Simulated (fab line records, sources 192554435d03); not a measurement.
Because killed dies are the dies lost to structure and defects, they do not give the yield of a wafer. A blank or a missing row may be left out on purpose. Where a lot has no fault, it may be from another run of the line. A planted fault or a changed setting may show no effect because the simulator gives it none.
Matching of chambers ; flow n5 finfet ; N5_MOL_CONTACT_COAG_DESCUM_45 on rie diel-06: 4 sister chambers
The step chemistry O2, time 7 s. 16 wafers are shown with their chamber, then 8 later ones without.

## WAFERS, EACH WITH ITS CHAMBER
wafer;chamber;throttle valve pct (%);showerhead plenum p Torr (Torr);drypump motor current A (A)
L075.1;3;20.14;2.05;4.9
L075.3;1;20.55;2.14;5.4
L075.5;3;20.15;2.05;4.9
L079.1;0;20.61;2.16;5.1
L079.2;1;20.53;2.14;5.4
L079.5;2;20.58;2.04;5.2
L082.1;1;20.56;2.14;5.4
L082.3;0;20.59;2.16;5.1
L082.6;0;20.62;2.16;5.0
L083.1;1;20.56;2.13;5.4
L083.2;2;20.59;2.03;5.3
L083.3;3;20.17;2.04;4.9
L089.2;3;20.19;2.03;4.9
L089.3;1;20.57;2.13;5.4
L089.5;1;20.57;2.13;5.4
L090.2;2;20.60;2.03;5.2

SIGNATURES (means of the wafers above)
reading;chamber 0;chamber 1;chamber 2;chamber 3;scatter within a chamber
throttle valve pct;20.6067;20.5567;20.5900;20.1625;0.0165
showerhead plenum p Torr;2.1600;2.1350;2.0333;2.0425;0.0064
drypump motor current A;5.067;5.400;5.233;4.900;0.0333
Rule: distance of a wafer from a chamber = root of the sum over the readings of ((wafer's reading minus chamber's mean) / reading's scatter) squared. The wafer belongs to the nearest chamber; if the next one is less than 2 further off, it can't be placed. The scatter: take each reading less its chamber's mean, square it, sum over the shown wafers, divide by the number of wafers less the number of chambers, and take the root.

## WAFERS WITHOUT THEIR CHAMBER
wafer;throttle valve pct (%);showerhead plenum p Torr (Torr);drypump motor current A (A)
L090.3;20.57;2.13;5.4
L090.4;20.57;2.13;5.4
L096.1;20.64;2.03;5.2
L096.2;20.64;2.15;5.0
L096.6;20.65;2.15;5.0
L097.1;20.65;2.15;5.0
L097.3;20.65;2.02;5.2
L097.5;20.63;2.02;5.2

## THE CHAMBER EACH PASSED THROUGH
wafer;from the rows above;in truth
L090.3;1;1
L090.4;1;1
L096.1;2;2
L096.2;0;0
L096.6;0;0
L097.1;0;0
L097.3;2;2
L097.5;2;2
8 of 8 placed correctly. Can't be placed from these rows: 0. 0 placed wrongly.
